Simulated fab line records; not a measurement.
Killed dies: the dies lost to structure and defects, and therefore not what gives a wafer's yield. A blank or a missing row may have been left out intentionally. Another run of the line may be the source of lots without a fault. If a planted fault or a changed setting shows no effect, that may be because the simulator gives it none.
Chamber matching / flow nandHarc / cmp-01 running NHARC_A_BONDPAD_CMP_19: 4 sister chambers
The step polishes, t overpolish 30 s, cu recess touch 16 s, target thk 169.8 nm. 8 wafers are shown with their chamber, then 7 later ones without.

## WAFERS, EACH WITH ITS CHAMBER
wafer=L496.2; chamber=1; motorCurrentA (A)=10.8; overpolishRunS (s)=29.994
wafer=L496.3; chamber=3; motorCurrentA (A)=14.1; overpolishRunS (s)=30.004
wafer=L496.4; chamber=0; motorCurrentA (A)=11.6; overpolishRunS (s)=29.998
wafer=L493.1; chamber=1; motorCurrentA (A)=11.3; overpolishRunS (s)=30.000
wafer=L493.2; chamber=2; motorCurrentA (A)=12.2; overpolishRunS (s)=29.998
wafer=L493.4; chamber=3; motorCurrentA (A)=14.4; overpolishRunS (s)=29.991
wafer=L498.1; chamber=2; motorCurrentA (A)=12.1; overpolishRunS (s)=29.993
wafer=L498.3; chamber=0; motorCurrentA (A)=11.9; overpolishRunS (s)=29.999

## WAFERS WHOSE CHAMBER IS MISSING
wafer=L498.4; motorCurrentA (A)=11.1; overpolishRunS (s)=30.005
wafer=L499.1; motorCurrentA (A)=14.8; overpolishRunS (s)=29.993
wafer=L499.3; motorCurrentA (A)=12.1; overpolishRunS (s)=29.984
wafer=L499.4; motorCurrentA (A)=12.5; overpolishRunS (s)=30.009
wafer=L500.2; motorCurrentA (A)=11.3; overpolishRunS (s)=29.985
wafer=L500.4; motorCurrentA (A)=11.3; overpolishRunS (s)=29.987
wafer=L500.6; motorCurrentA (A)=11.9; overpolishRunS (s)=30.003

## THE CHAMBER EACH PASSED THROUGH
wafer=L498.4; from the rows above=can't be placed: 1 or 0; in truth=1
wafer=L499.1; from the rows above=3; in truth=3
wafer=L499.3; from the rows above=can't be placed: 2 or 0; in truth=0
wafer=L499.4; from the rows above=can't be placed: 2 or 0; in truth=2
wafer=L500.2; from the rows above=can't be placed: 1 or 0 or 2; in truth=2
wafer=L500.4; from the rows above=can't be placed: 1 or 0 or 2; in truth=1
wafer=L500.6; from the rows above=can't be placed: 0 or 2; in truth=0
Correctly placed: 1 of 7. Not placeable from these rows: 6 (in 6, the candidates include the true chamber). Wrongly placed: 0.
How it was worked out, from the rows above alone: a wafer's distance from a chamber is the root of the sum, over the readings, of the square of ((its reading less the chamber's mean) divided by the reading's scatter). If the next closest chamber is less than 2 further off than the closest, the wafer can't be placed; otherwise it belongs to the closest. A chamber's mean is the mean of its shown wafers. The scatter: the root of (the sum of the squares of (reading less its chamber's mean) over the shown wafers, divided by (wafers less chambers)).
